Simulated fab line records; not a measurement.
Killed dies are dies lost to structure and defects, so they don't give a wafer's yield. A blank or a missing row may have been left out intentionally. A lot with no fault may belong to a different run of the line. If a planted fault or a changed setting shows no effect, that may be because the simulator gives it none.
Chamber matching :: flow nand-harc :: 4 sister chambers for NHARC_A_STAIRCASE_DESCUM_219 on rie-diel-03
The step chemistry O2, time 3 s. 16 wafers are shown with their chamber, then 8 later ones without.

## WAFERS WITH THEIR CHAMBER
wafer: L074.1
chamber: 2
drypump-motor-current-A (A): 5.8
showerhead-plenum-p-Torr (Torr): 1.93
oes-product-au (a.u.): 0.986

wafer: L074.2
chamber: 1
drypump-motor-current-A (A): 4.7
showerhead-plenum-p-Torr (Torr): 1.78
oes-product-au (a.u.): 1.015

wafer: L074.6
chamber: 1
drypump-motor-current-A (A): 4.7
showerhead-plenum-p-Torr (Torr): 1.78
oes-product-au (a.u.): 1.000

wafer: L082.1
chamber: 0
drypump-motor-current-A (A): 5.4
showerhead-plenum-p-Torr (Torr): 1.83
oes-product-au (a.u.): 1.003

wafer: L082.3
chamber: 1
drypump-motor-current-A (A): 4.7
showerhead-plenum-p-Torr (Torr): 1.77
oes-product-au (a.u.): 0.994

wafer: L082.5
chamber: 3
drypump-motor-current-A (A): 5.9
showerhead-plenum-p-Torr (Torr): 1.95
oes-product-au (a.u.): 1.008

wafer: L089.1
chamber: 1
drypump-motor-current-A (A): 4.7
showerhead-plenum-p-Torr (Torr): 1.77
oes-product-au (a.u.): 0.994

wafer: L089.3
chamber: 2
drypump-motor-current-A (A): 5.8
showerhead-plenum-p-Torr (Torr): 1.93
oes-product-au (a.u.): 0.980

wafer: L089.4
chamber: 3
drypump-motor-current-A (A): 5.8
showerhead-plenum-p-Torr (Torr): 1.95
oes-product-au (a.u.): 1.007

wafer: L088.4
chamber: 0
drypump-motor-current-A (A): 5.4
showerhead-plenum-p-Torr (Torr): 1.83
oes-product-au (a.u.): 0.999

wafer: L088.5
chamber: 3
drypump-motor-current-A (A): 5.8
showerhead-plenum-p-Torr (Torr): 1.95
oes-product-au (a.u.): 1.005

wafer: L088.6
chamber: 0
drypump-motor-current-A (A): 5.5
showerhead-plenum-p-Torr (Torr): 1.82
oes-product-au (a.u.): 1.001

wafer: L093.2
chamber: 3
drypump-motor-current-A (A): 5.8
showerhead-plenum-p-Torr (Torr): 1.94
oes-product-au (a.u.): 0.999

wafer: L093.3
chamber: 2
drypump-motor-current-A (A): 5.8
showerhead-plenum-p-Torr (Torr): 1.93
oes-product-au (a.u.): 0.996

wafer: L093.5
chamber: 3
drypump-motor-current-A (A): 5.8
showerhead-plenum-p-Torr (Torr): 1.94
oes-product-au (a.u.): 1.008

wafer: L094.1
chamber: 0
drypump-motor-current-A (A): 5.4
showerhead-plenum-p-Torr (Torr): 1.82
oes-product-au (a.u.): 0.986

SIGNATURES (means of the wafers above)
reading: drypump-motor-current-A
chamber 0: 5.425
chamber 1: 4.700
chamber 2: 5.800
chamber 3: 5.820
scatter within a chamber: 0.0359

reading: showerhead-plenum-p-Torr
chamber 0: 1.8250
chamber 1: 1.7750
chamber 2: 1.9300
chamber 3: 1.9460
scatter within a chamber: 0.00516

reading: oes-product-au
chamber 0: 0.99725
chamber 1: 1.00075
chamber 2: 0.98733
chamber 3: 1.00540
scatter within a chamber: 0.00741
Rule: distance of a wafer from a chamber = root of the sum over the readings of ((wafer's reading minus chamber's mean) / reading's scatter) squared. If the next closest chamber is less than 2 further off than the closest, the wafer can't be placed; otherwise it belongs to the closest. The scatter: take each reading less its chamber's mean, square it, sum over the shown wafers, divide by the number of wafers less the number of chambers, and take the root.

## WAFERS WITHOUT THEIR CHAMBER
wafer: L094.3
drypump-motor-current-A (A): 5.9
showerhead-plenum-p-Torr (Torr): 1.94
oes-product-au (a.u.): 1.004

wafer: L094.6
drypump-motor-current-A (A): 5.8
showerhead-plenum-p-Torr (Torr): 1.92
oes-product-au (a.u.): 0.980

wafer: L095.1
drypump-motor-current-A (A): 5.9
showerhead-plenum-p-Torr (Torr): 1.94
oes-product-au (a.u.): 1.004

wafer: L095.4
drypump-motor-current-A (A): 5.8
showerhead-plenum-p-Torr (Torr): 1.92
oes-product-au (a.u.): 0.986

wafer: L095.5
drypump-motor-current-A (A): 4.7
showerhead-plenum-p-Torr (Torr): 1.76
oes-product-au (a.u.): 0.995

wafer: L097.2
drypump-motor-current-A (A): 5.4
showerhead-plenum-p-Torr (Torr): 1.82
oes-product-au (a.u.): 0.990

wafer: L097.4
drypump-motor-current-A (A): 5.8
showerhead-plenum-p-Torr (Torr): 1.92
oes-product-au (a.u.): 0.980

wafer: L097.5
drypump-motor-current-A (A): 4.7
showerhead-plenum-p-Torr (Torr): 1.76
oes-product-au (a.u.): 0.987

## EACH ONE'S CHAMBER
wafer: L094.3
from the rows above: can't be placed: 3 or 2
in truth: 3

wafer: L094.6
from the rows above: 2
in truth: 2

wafer: L095.1
from the rows above: can't be placed: 3 or 2
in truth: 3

wafer: L095.4
from the rows above: 2
in truth: 2

wafer: L095.5
from the rows above: 1
in truth: 1

wafer: L097.2
from the rows above: 0
in truth: 0

wafer: L097.4
from the rows above: 2
in truth: 2

wafer: L097.5
from the rows above: 1
in truth: 1
6 of 8 placed correctly. Not placeable from these rows: 2 (in 2, the candidates include the true chamber). Placed wrongly: 0.
